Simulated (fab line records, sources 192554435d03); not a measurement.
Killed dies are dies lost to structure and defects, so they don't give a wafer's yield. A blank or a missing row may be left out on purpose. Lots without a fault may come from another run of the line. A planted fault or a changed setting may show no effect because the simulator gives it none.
fab line records | flow n5_finfet
record lots=10 wafers=27 last_day=17
route steps=1938 shown DUMMY_GATE@241 SPACER0@259 SD_EPI_N@270 BEOL_M4@1111 PASSIVATION@1936
lots that met no fault: from a run of the same line without faults
start_h: hours from the record's first day to the start of the lot's first wafer shown | wait_h: hours since the lot's step before | " the same as in the row above | L1.1+2: a row that stands for several wafers | - no value, or no start given | * or withheld: withheld | < > ~ a bound
route shown NAME@n: a module of which the file shows steps, and the number in the route of the first | usual: mean/standard deviation of fault-free wafers | same: alike in all rows | chamber/n: place in a boat | sites: the reading at each site | _std_site: their standard deviation | _edge_site: outer sites' mean less inner sites' | radius_mm: how far each site lies from the wafer's centre | mask NAME#n: copy n | behind: the tool/chamber that last shaped the wafer | hold: why the lot was held/for how many hours/how that ended | device: the transistor (n, p or np) that didn't switch | end of line: the same wafers' tests at the end of the route | a step without rows: its recipe alone | killed: dies lost to structure and defects at the first sort, not the wafer's yield | map: a wafer's dies, x killed, . not, _ none there
set.NAME: the setting as run; set.NAME@STEP: as run at that earlier step | model.NAME: the simulator's own value behind a step, which no gauge read
steps of the route over a sample of lots; a table a step, a row a wafer
services: from which hour (start_h, from the record's first day; less than 0 if before it) a tool's chamber was out of use, for how many hours, and why
## steps
# step N5_DUMMY_GATE_STRIP_40
# recipe chemistry=CF4 resist=SiARC power_w=300 bias_power_w=75 pressure_mtorr=50 cf4_flow_sccm=150 rf_frequency_hz=6e+07
# usual drypump_motor_current_A=5.8/0.35 oes_product_au=0.80/0.076 power_w=300.0/0.76 rf_vpp_V=270.7/1.8 showerhead_plenum_p_Torr=1.78/0.074 throttle_valve_pct=13.51/0.28
# columns lot.wafer tool chamber start_h wait_h drypump_motor_current_A oes_product_au power_w rf_hours_counter_h rf_vpp_V showerhead_plenum_p_Torr throttle_valve_pct
L224.1 rie_diel-05 3 60.93 0.1 6.0 0.80 299.7 115 272.9 1.89 13.87
L224.4 " 1 " " 5.4 0.71 299.6 172 271.4 1.71 13.91
L224.6 " 0 " " 5.5 0.92 300.1 - 270.2 1.77 13.13
L227.2 rie_diel-05 3 76.49 0.1 6.0 0.80 300.9 119 273.4 1.89 13.83
L227.4 " 1 " " 5.4 0.72 299.9 176 271.9 1.71 13.91
L227.6 " 3 " " 6.0 0.79 300.2 - 273.8 1.89 13.88
L228.2 rie_diel-02 1 82.31 0.1 6.0 0.71 300.5 168 270.0 1.73 13.62
L228.4 " 3 " " 6.2 0.85 300.2 47 270.2 1.76 13.29
L228.5 " 0 " " 5.2 0.76 299.8 - 272.0 1.82 13.63
L229.1 rie_diel-02 2 90.24 0.1 5.7 0.88 299.4 37 271.6 1.90 13.52
L229.4 " 3 " " 6.2 0.85 299.9 49 270.7 1.76 13.28
L229.5 " 1 " " 6.0 0.70 300.1 - 270.4 1.73 13.61
L230.1 rie_diel-06 1 93.48 0.1 5.7 0.72 300.2 188 268.4 1.72 13.83
L230.4 " 3 " " 6.4 0.69 299.1 246 269.5 1.76 13.44
L230.5 " 0 " " 6.3 0.93 300.3 - 272.4 1.82 13.39
L237.4 rie_diel-05 2 138.04 0.1 6.0 0.78 299.9 123 267.4 1.65 13.24
L237.6 " 0 " " 5.4 0.88 298.7 - 271.0 1.76 13.20
L238.3 rie_diel-02 2 142.07 0.1 5.7 0.85 301.5 52 273.6 1.89 13.54
L238.6 " 2 " " 5.7 0.85 299.2 - 272.5 1.89 13.55
L239.1 rie_diel-06 1 151.42 0.1 5.7 0.71 298.8 208 270.5 1.71 13.90
L239.3 " 0 " " 6.3 0.89 300.0 39 273.3 1.81 13.41
L239.6 " 0 " " 6.3 0.89 299.8 - 273.2 1.81 13.42
L240.2 rie_diel-02 2 154.29 0.1 5.7 0.85 300.6 56 272.5 1.89 13.53
L240.4 " 3 " " 6.2 0.83 300.2 67 270.3 1.75 13.33
L240.5 " 0 " " 5.3 0.75 300.2 - 272.0 1.81 13.68
L241.2 rie_diel-05 3 163.30 0.1 5.9 0.78 301.1 146 272.8 1.88 13.93
L241.3 " 2 " " 6.0 0.76 300.3 131 267.7 1.65 13.25
# step N5_SPACER0_ALD_00
# recipe material=SiOCN target_thk_a=35 temp_c=400 ald_precursor_family=alkyl-aminosilane ald_co_reactant=O2/N2-plasma pulse_time_s=3 purge_time_s=2 co_reactant_purge_time_s=2 ald_cycles=58 pressure_torr=2
# usual ald_cycles=58/0 chamber_pressure_Torr=2.000/0.005 heater_power_w=837/55 precursor_pulse_height_rel=1.001/0.021 purge_time_s=2/0 susceptor_temp_C=399.98/0.2
# columns lot.wafer tool chamber start_h wait_h ald_cycles chamber_pressure_Torr heater_power_w precursor_pulse_height_rel purge_time_s susceptor_temp_C
L224.1 ald_sin-03 2 62.91 0.1 58 1.991 849 0.994 2 399.74
L224.4 " 1 " " 58 1.999 784 1.009 2 399.73
L224.6 " 2 " " 58 1.998 841 0.993 2 399.85
L227.2 ald_sin-04 0 78.54 0.1 - - - - - -
L227.4 " 1 " " - - - - - -
L227.6 " 2 " " - - - - - -
L228.2 ald_sin-04 1 83.64 0.1 - - - - - -
L228.4 " 3 " " - - - - - -
L228.5 " 0 " " - - - - - -
L229.1 ald_sin-04 1 91.39 0.1 58 2.000 804 1.021 2 399.71
L229.4 " 3 " " 58 1.996 933 0.984 2 400.32
L229.5 " 1 " " 58 2.009 798 1.004 2 400.07
L230.1 ald_sin-04 1 95.66 0.1 58 1.991 779 1.020 2 399.30
L230.4 " 3 " " 58 1.998 925 1.021 2 400.05
L230.5 " 0 " " 58 1.993 804 0.972 2 400.12
L237.4 ald_sin-04 3 139.12 0.1 58 2.002 929 0.959 2 399.88
L237.6 " 3 " " 58 2.016 927 1.024 2 399.52
L238.3 ald_sin-04 2 143.31 0.1 58 1.994 892 1.026 2 400.22
L238.6 " 2 " " 58 2.001 881 1.019 2 400.03
L239.1 ald_sin-02 2 152.44 0.1 58 2.001 888 0.991 2 399.97
L239.3 " 3 " " 58 1.998 763 0.974 2 399.94
L239.6 " 0 " " 58 1.999 837 0.975 2 399.90
L240.2 ald_sin-04 1 155.31 0.1 58 1.999 797 1.011 2 399.80
L240.4 " 0 " " 58 2.006 778 0.994 2 400.01
L240.5 " 2 " " 58 1.998 887 0.961 2 399.81
L241.2 ald_sin-04 2 164.32 0.1 58 2.007 890 0.992 2 399.86
L241.3 " 3 " " 58 1.999 942 0.998 2 399.60
# step N5_SD_EPI_N_CD_MEAS_09
# recipe target_cd_nm=120 landing_energy_ev=500 detector=se_inlens
# usual cd_nm=120.1/1
# columns lot.wafer tool chamber start_h wait_h cd_nm
L224.1 cd_sem-03 0 63.73 - 119.0
L224.4 " 0 " " 118.9
L224.6 " 0 " " 119.4
L229.1 cd_sem-02 0 92.20 - 119.9
L229.4 " 0 " " 118.6
L229.5 " 0 " " 118.0
L230.1 cd_sem-01 0 96.35 - 120.8
L230.4 " 0 " " 119.8
L230.5 " 0 " " 120.7
L237.4 cd_sem-03 0 139.81 - 121.1
L237.6 " 0 " " 120.5
L238.3 cd_sem-01 0 144.13 - 119.8
L238.6 " 0 " " 120.0
L239.1 cd_sem-01 0 153.12 - 120.0
L239.3 " 0 " " 120.3
L239.6 " 0 " " 120.2
L240.2 cd_sem-01 0 156.00 - 120.5
L240.4 " 0 " " 120.2
L240.5 " 0 " " 120.7
L241.2 cd_sem-01 0 165.01 - 118.3
L241.3 " 0 " " 117.4
# step N5_SD_EPI_N_ETCH_16
# recipe chemistry=CHF3/O2 target=SiO2 target_depth_a=50 mask_material=SOC pressure_mtorr=30 source_w=650 bias_w=170 Ar_flow_sccm=200 CHF3_flow_sccm=50 O2_flow_sccm=5 ion_energy_ev=200
# usual drypump_motor_current_A=5.6/0.35 oes_product_au=0.79/0.089 rf_vpp_V=517/9.8 showerhead_plenum_p_Torr=2.39/0.07 throttle_valve_pct=18.80/0.25
# columns lot.wafer tool chamber start_h wait_h drypump_motor_current_A oes_product_au rf_hours_counter_h rf_vpp_V showerhead_plenum_p_Torr throttle_valve_pct
L224.1 rie_diel-01 2 64.43 0.1 5.9 0.69 225 500 2.41 19.05
L224.4 " 1 " " 5.8 0.92 16 512 2.47 18.37
L224.6 " 3 " " 5.3 0.73 - 517 2.52 18.90
L229.1 rie_diel-01 2 92.97 0.1 5.9 0.67 236 500 2.40 19.07
L229.4 " 0 " " 5.7 0.76 - 528 2.29 18.78
L229.5 " 2 " " 5.9 0.68 - 501 2.40 19.06
L230.1 rie_diel-01 1 97.21 0.1 5.8 0.88 29 511 2.47 18.40
L230.4 " 0 " " 5.7 0.75 185 529 2.29 18.79
L230.5 " 3 " " 5.3 0.73 - 516 2.51 18.92
L237.4 rie_diel-03 1 140.81 0.1 5.1 0.97 1 493 2.47 18.74
L237.6 " 2 " " 5.6 0.95 - 532 2.43 18.24
L238.3 rie_diel-04 2 144.86 0.1 5.5 0.86 47 525 2.34 18.51
L238.6 " 1 " " 5.4 0.93 - 525 2.35 18.74
L239.1 rie_diel-01 2 153.83 0.1 5.9 0.99 0 509 2.40 18.71
L239.3 " 0 " " 5.7 0.74 203 529 2.28 18.83
L239.6 " 1 " " 5.7 0.86 - 512 2.46 18.44
L240.2 rie_diel-01 2 156.70 0.1 5.9 0.99 1 510 2.40 18.71
L240.4 " 3 " " 5.3 0.70 180 517 2.50 18.95
L240.5 " 1 " " 5.8 0.85 - 510 2.46 18.43
L241.2 rie_diel-04 3 165.75 0.1 4.9 0.75 161 510 2.32 18.98
L241.3 " 2 " " 5.5 0.83 53 523 2.34 18.52
# step N5_BEOL_M4_RC_MEAS_101
# usual DIBL_N=36.2/2 DIBL_P=36.1/2.4 IOFF_N=0.16/0.035 IOFF_P=0.22/0.041 ION_N=675/14 ION_P=465/8.6 SS_N=71.5/0.64 SS_P=73.2/0.76 VT_N=250/3.9 VT_P=-249/3.4
# columns lot.wafer tool chamber start_h wait_h DIBL_N[mV/V] DIBL_P[mV/V] IOFF_N[nA/um] IOFF_P[nA/um] ION_N[uA/um] ION_P[uA/um] SS_N[mV/dec] SS_P[mV/dec] VT_N[mV] VT_P[mV]
L224.1 prober-01 0 177.80 0.0 36.6 36.9 0.16 0.21 677 460 71.8 72.8 248 -249
L224.4 " 0 " " 35.3 34.8 0.14 0.18 687 471 70.9 72.4 249 -251
L224.6 " 0 " " 35.0 34.3 0.13 0.19 670 463 71.4 72.1 249 -249
L230.1 prober-01 0 213.22 0.0 35.8 36.1 0.17 0.22 674 459 72.0 72.8 245 -247
L230.4 " 0 " " 39.0 40.3 0.22 0.29 679 463 72.3 73.5 248 -244
L230.5 " 0 " " 36.4 37.6 0.18 0.25 686 467 70.7 74.2 248 -245
L229.1 prober-01 0 225.70 0.0 38.1 38.1 0.19 0.27 684 475 71.7 73.3 246 -244
L229.4 " 0 " " 35.5 34.8 0.14 0.23 669 472 71.5 72.6 253 -249
L229.5 " 0 " " 39.5 39.4 0.23 0.31 694 474 72.5 74.0 246 -245
L238.3 prober-01 0 264.55 0.3 36.6 37.2 0.16 0.23 677 472 71.4 72.4 249 -246
L238.6 " 0 " " 33.0 31.7 0.10 0.16 653 453 71.0 71.6 255 -251
L237.4 prober-02 0 264.66 0.5 37.6 37.2 0.17 0.23 680 462 72.6 73.5 250 -247
L237.6 " 0 " " 33.6 33.2 0.12 0.18 682 476 70.6 71.9 253 -250
L240.2 prober-01 0 272.26 0.2 37.2 38.9 0.16 0.20 670 458 71.8 73.8 249 -255
L240.4 " 0 " " 36.1 38.3 0.16 0.20 680 470 71.5 73.7 249 -251
L240.5 " 0 " " 37.1 38.6 0.17 0.21 685 465 72.0 73.9 251 -250
L239.1 prober-02 0 272.29 0.0 34.9 33.2 0.13 0.18 677 466 70.9 72.7 251 -251
L239.3 " 0 " " 38.7 37.5 0.19 0.24 674 463 72.2 74.4 248 -247
L239.6 " 0 " " 40.8 40.7 0.24 0.28 703 472 72.0 74.0 243 -247
L241.2 prober-02 0 293.23 0.2 34.1 34.6 0.12 0.19 664 465 71.1 73.1 257 -251
L241.3 " 0 " " 36.5 36.2 0.16 0.19 652 443 72.1 74.3 251 -254
# step N5_PASSIVATION_PROBE_49
# usual defect_limited_yield=91.1/1.4 killed_at_M0_to_M3=36/9.9 killed_at_M4_up=13/5.8 killed_at_contacts=14/5.9 killed_at_front_end=39/11 killed_at_other=3.4/2.9 killed_dies=105/17 killed_on_rim=15/3.9 killed_open=70/13 killed_short=34/7.3 sort_bin_5_function=5.3/1 sort_bin_6_memory=3.3/0.62 sort_n_pass=1075/17 sort_yield_pct=91.1/1.4
# same gross_dies=1180 killed_at_back_side=0 sort_bin_4_leakage[%]=0 sort_bin_8_speed[%]=0
# columns lot.wafer tool chamber start_h wait_h defect_limited_yield[%] killed_at_M0_to_M3 killed_at_M4_up killed_at_contacts killed_at_front_end killed_at_other killed_dies killed_on_rim killed_open killed_short sort_bin_5_function[%] sort_bin_6_memory[%] sort_n_pass sort_yield_pct[%]
L224.1 prober-01 - 292.63 0.0 90.4 36 12 16 44 5 113 16 75 36 5.9 3.1 1067 90.4
L224.4 prober-01 - 292.78 0.2 92.4 35 17 10 23 5 90 14 57 33 4.3 3.3 1090 92.4
L224.6 prober-01 - 292.88 0.3 90.3 39 9 16 45 6 115 18 77 37 6.2 3.0 1065 90.3
L228.2 prober-02 - 314.62 0.1 0 48 17 23 1090 2 1180 152 115 33 95.1 4.7 0 0
L228.4 prober-02 - 314.72 0.2 0 55 16 13 1095 1 1180 152 96 36 96.4 3.2 0 0
L228.5 prober-02 - 314.77 0.2 0 39 11 9 1119 2 1180 152 80 36 95.8 4.0 0 0
L227.2 prober-02 - 320.27 0.1 0 31 19 9 1116 5 1180 152 63 45 95.8 4.1 0 0
L227.4 prober-02 - 320.37 0.2 0 31 11 13 1120 5 1180 152 77 30 96.5 3.4 0 0
L227.6 prober-02 - 320.47 0.3 0 41 11 7 1115 6 1180 152 62 33 96.7 3.0 0 0
L230.1 prober-01 - 322.65 0.0 90.6 22 18 20 49 2 111 17 81 29 6.6 2.5 1069 90.6
L230.4 prober-01 - 322.80 0.2 92.5 22 11 15 37 4 89 14 64 25 4.5 2.7 1091 92.5
L230.5 prober-01 - 322.85 0.2 89.3 39 8 25 52 2 126 18 78 48 6.3 4.2 1054 89.3
L229.1 prober-02 - 327.84 0.0 92.5 32 8 17 25 7 89 13 65 24 4.3 2.8 1091 92.5
L229.4 prober-02 - 327.99 0.2 92.9 39 8 10 25 2 84 12 63 21 4.2 2.5 1096 92.9
L229.5 prober-02 - 328.04 0.2 91.9 42 14 7 31 2 96 16 65 31 4.9 3.1 1084 91.9
L238.3 prober-01 - 379.18 0.1 88.9 56 16 16 42 1 131 17 92 38 6.9 3.6 1049 88.9
L238.6 prober-01 - 379.33 0.3 89.2 47 14 25 41 0 127 17 82 44 6.6 3.7 1053 89.2
L239.1 prober-02 - 385.70 0.0 92.4 25 21 13 29 2 90 12 60 28 4.6 2.7 1090 92.4
L239.3 prober-02 - 385.80 0.1 92.0 23 10 17 41 3 94 9 68 24 4.2 3.6 1086 92.0
L239.6 prober-02 - 385.95 0.3 93.7 17 11 9 30 7 74 11 55 16 3.6 2.5 1106 93.7
L241.2 prober-01 - 399.43 0.1 89.8 42 15 9 52 2 120 16 75 42 6.3 3.6 1060 89.8
L241.3 prober-01 - 399.48 0.1 89.2 44 21 11 52 0 128 21 85 39 6.4 4.1 1052 89.2
# killed by level:class
L224.1 BEOL_M3:geometric_particle:open=13 FIN_SAQP:geometric_particle:short=12 MOL_CONTACT_COAG:geometric_particle:open=12 FIN_SAQP:geometric_particle:open=10 STI_FIN_REVEAL:geometric_particle:open=6 BEOL_M1:geometric_particle:open=6 MOL_CONTACT_COAG:geometric_particle:short=4 BEOL_M2:geometric_particle:open=4
L224.4 MOL_CONTACT_COAG:geometric_particle:open=9 FIN_SAQP:geometric_particle:short=7 BEOL_M0:geometric_particle:open=7 BEOL_M2:geometric_particle:open=7 GATE_CUT:geometric_particle:short=5 BEOL_M1:geometric_particle:short=5 BEOL_M1:geometric_particle:open=5 FIN_SAQP:geometric_particle:open=4
L224.6 MOL_CONTACT_COAG:geometric_particle:open=11 BEOL_M0_SAQP:geometric_particle:open=11 STI_FIN_REVEAL:geometric_particle:open=10 BEOL_M0_SAQP:geometric_particle:short=8 FIN_SAQP:geometric_particle:open=7 BEOL_M3:geometric_particle:open=7 BEOL_M1:geometric_particle:short=6 DUMMY_GATE:geometric_particle:open=5
L228.2 SPACER0:area_ald=1029 FIN_SAQP:geometric_particle:open=26 MOL_CONTACT_COAG:geometric_particle:open=20 BEOL_M1:geometric_particle:open=18 FIN_SAQP:geometric_particle:short=11 STI_FIN_REVEAL:geometric_particle:open=10 BEOL_M4:geometric_particle:open=9 BEOL_M3:geometric_particle:open=8
L228.4 SPACER0:area_ald=1046 FIN_SAQP:geometric_particle:open=18 MOL_CONTACT_COAG:geometric_particle:open=12 BEOL_M0:geometric_particle:open=10 STI_FIN_REVEAL:geometric_particle:open=9 BEOL_M0_SAQP:geometric_particle:open=9 BEOL_M0_SAQP:geometric_particle:short=8 BEOL_M2:geometric_particle:open=7
L228.5 SPACER0:area_ald=1064 FIN_SAQP:geometric_particle:open=21 BEOL_M1:geometric_particle:open=11 FIN_SAQP:geometric_particle:short=9 MOL_CONTACT_COAG:geometric_particle:open=8 BEOL_M0_SAQP:geometric_particle:open=8 GATE_CUT:geometric_particle:open=7 BEOL_M0_SAQP:geometric_particle:short=7
L227.2 SPACER0:area_ald=1072 BEOL_M0_SAQP:geometric_particle:short=15 STI_FIN_REVEAL:geometric_particle:open=12 FIN_SAQP:geometric_particle:open=10 MOL_CONTACT_COAG:geometric_particle:open=7 BEOL_M0_SAQP:geometric_particle:open=6 FIN_SAQP:geometric_particle:short=5 BEOL_M5:geometric_particle:short=5
L227.4 SPACER0:area_ald=1073 DUMMY_GATE:geometric_particle:open=13 FIN_SAQP:geometric_particle:open=12 MOL_CONTACT_COAG:geometric_particle:open=10 BEOL_M0_SAQP:geometric_particle:short=10 BEOL_M0_SAQP:geometric_particle:open=7 BEOL_M3:geometric_particle:open=7 FIN_SAQP:geometric_particle:short=6
L227.6 SPACER0:area_ald=1085 BEOL_M3:geometric_particle:open=10 FIN_SAQP:geometric_particle:open=8 BEOL_M0_SAQP:geometric_particle:short=8 FIN_SAQP:geometric_particle:short=6 DUMMY_GATE:geometric_particle:open=6 BEOL_M2:geometric_particle:open=6 STI_FIN_REVEAL:geometric_particle:open=5
L230.1 MOL_CONTACT_COAG:geometric_particle:open=18 STI_FIN_REVEAL:geometric_particle:open=12 FIN_SAQP:geometric_particle:open=9 FIN_SAQP:geometric_particle:short=5 BEOL_M2:geometric_particle:open=5 BEOL_M3:geometric_particle:open=5 GATE_CUT:geometric_particle:open=4 BEOL_M0_SAQP:geometric_particle:open=4
L230.4 STI_FIN_REVEAL:geometric_particle:open=12 MOL_CONTACT_COAG:geometric_particle:open=12 BEOL_M0_SAQP:geometric_particle:short=6 BEOL_M2:geometric_particle:open=6 BEOL_M0_SAQP:geometric_particle:open=5 FIN_SAQP:geometric_particle:short=4 FIN_SAQP:geometric_particle:open=4 BEOL_M3:geometric_particle:open=4
L230.5 MOL_CONTACT_COAG:geometric_particle:open=18 STI_FIN_REVEAL:geometric_particle:open=16 BEOL_M0_SAQP:geometric_particle:short=13 FIN_SAQP:geometric_particle:short=10 BEOL_M0_SAQP:geometric_particle:open=10 MOL_CONTACT_COAG:geometric_particle:short=7 FIN_SAQP:geometric_particle:open=6 GATE_CUT:geometric_particle:short=5
L229.1 MOL_CONTACT_COAG:geometric_particle:open=14 BEOL_M2:geometric_particle:open=9 STI_FIN_REVEAL:geometric_particle:open=7 BEOL_M0_SAQP:geometric_particle:open=6 BEOL_M3:geometric_particle:open=6 BEOL_M1:geometric_particle:open=5 BEOL_M4:geometric_particle:open=4 PASS1_CAP:geometric_particle:short=4
L229.4 BEOL_M2:geometric_particle:open=16 BEOL_M0_SAQP:geometric_particle:open=10 STI_FIN_REVEAL:geometric_particle:open=8 MOL_CONTACT_COAG:geometric_particle:open=8 FIN_SAQP:geometric_particle:short=7 BEOL_M1:geometric_particle:open=4 BEOL_M4:geometric_particle:open=4 FIN_SAQP:geometric_particle:open=3
L229.5 BEOL_M0_SAQP:geometric_particle:short=13 BEOL_M0_SAQP:geometric_particle:open=11 DUMMY_GATE:geometric_particle:open=10 BEOL_M4:geometric_particle:open=8 STI_FIN_REVEAL:geometric_particle:open=6 BEOL_M1:geometric_particle:open=6 MOL_CONTACT_COAG:geometric_particle:open=5 GATE_CUT:geometric_particle:open=4
L238.3 BEOL_M2:geometric_particle:open=18 STI_FIN_REVEAL:geometric_particle:open=17 MOL_CONTACT_COAG:geometric_particle:open=15 BEOL_M0_SAQP:geometric_particle:open=13 BEOL_M0_SAQP:geometric_particle:short=12 BEOL_M1:geometric_particle:open=7 FIN_SAQP:geometric_particle:short=6 BEOL_M4:geometric_particle:open=5
L238.6 MOL_CONTACT_COAG:geometric_particle:open=21 BEOL_M0_SAQP:geometric_particle:short=15 STI_FIN_REVEAL:geometric_particle:open=14 BEOL_M0_SAQP:geometric_particle:open=12 BEOL_M2:geometric_particle:open=9 GATE_CUT:geometric_particle:short=7 FIN_SAQP:geometric_particle:short=4 BEOL_M5:geometric_particle:open=4
L239.1 BEOL_M4:geometric_particle:open=12 MOL_CONTACT_COAG:geometric_particle:open=9 STI_FIN_REVEAL:geometric_particle:open=8 BEOL_M0_SAQP:geometric_particle:short=5 GATE_CUT:geometric_particle:short=5 MOL_CONTACT_COAG:geometric_particle:short=4 BEOL_M0_SAQP:geometric_particle:open=4 BEOL_M2:geometric_particle:open=4
L239.3 MOL_CONTACT_COAG:geometric_particle:open=14 STI_FIN_REVEAL:geometric_particle:open=12 FIN_SAQP:geometric_particle:open=7 BEOL_M1:geometric_particle:open=6 BEOL_M2:geometric_particle:open=5 DUMMY_GATE:geometric_particle:open=4 GATE_CUT:geometric_particle:open=4 STI_FIN_REVEAL:geometric_particle:short=3
L239.6 FIN_SAQP:geometric_particle:open=12 MOL_CONTACT_COAG:geometric_particle:open=8 STI_FIN_REVEAL:geometric_particle:open=7 BEOL_M0_SAQP:geometric_particle:short=5 BEOL_M0_SAQP:geometric_particle:open=4 BEOL_M3:geometric_particle:open=3 BEOL_M4:geometric_particle:open=3 BEOL_M2:geometric_particle:open=3
L241.2 FIN_SAQP:geometric_particle:short=16 FIN_SAQP:geometric_particle:open=11 BEOL_M3:geometric_particle:open=10 STI_FIN_REVEAL:geometric_particle:open=9 BEOL_M2:geometric_particle:open=8 BEOL_M0_SAQP:geometric_particle:open=8 MOL_CONTACT_COAG:geometric_particle:open=7 BEOL_M0_SAQP:geometric_particle:short=6
L241.3 FIN_SAQP:geometric_particle:open=14 BEOL_M2:geometric_particle:open=12 BEOL_M3:geometric_particle:open=11 BEOL_M4:geometric_particle:open=11 STI_FIN_REVEAL:geometric_particle:open=8 MOL_CONTACT_COAG:geometric_particle:open=7 FIN_SAQP:geometric_particle:short=6 BEOL_M0_SAQP:geometric_particle:short=6
## services
# columns tool chamber start_h hours kind
rie_diel-05 0 37.71 7.3 repair
ald_sin-04 0 37.74 10.8 repair
rie_diel-05 1 39.67 8.3 repair
ald_sin-03 1 51.05 2.6 repair
ald_sin-02 1 54.86 2.9 repair
ald_sin-03 0 56.32 12.8 repair
ald_sin-04 2 62.30 2.0 repair
rie_diel-04 1 65.99 7.4 repair
ald_sin-02 - 68.05 1.0 repair
ald_sin-02 - 69.68 6.1 pm
rie_diel-04 2 76.84 9.3 repair
rie_diel-06 2 78.18 2.0 repair
ald_sin-03 - 86.24 14.0 pm
rie_diel-01 3 88.38 7.8 repair
rie_diel-04 3 90.75 21.3 repair
rie_diel-02 3 92.77 4.0 repair
rie_diel-06 3 114.49 7.7 repair
rie_diel-05 1 130.42 3.7 repair
rie_diel-01 2 131.19 - clean
rie_diel-01 2 131.19 - consumable_replace:esc
rie_diel-01 2 131.19 - consumable_replace:focus_ring
rie_diel-01 2 131.19 22.0 scheduled_down
rie_diel-01 2 131.19 22.0 vent_cycle
rie_diel-01 0 134.94 7.9 repair
## key
first_sign step=N5_SPACER0_ALD_00 reading=tool_record direction=missing
effect step=N5_PASSIVATION_PROBE_49 reading=killed_at_front_end direction=up sigmas=99+ usual=39 struck=1109
more_kills_born_at N5_SPACER0_ALD_00@ald_sin-04=6369
met_at N5_SPACER0_ALD_00
struck_lots L227,L228
later_rows_left_out L227.2,L227.4,L227.6,L228.2,L228.4,L228.5
not_acting_at N5_DUMMY_GATE_STRIP_40,N5_SD_EPI_N_CD_MEAS_09,N5_SD_EPI_N_ETCH_16
fault kind=skipped_step_whole tool=ald_sin-04 chamber=- onset_h=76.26 steps=N5_SPACER0_ALD_00 scope=struck_lots_only
# later_rows_left_out: the simulator's readings of these wafers behind a module that went badly wrong aren't trusted and aren't shown, but for the sort
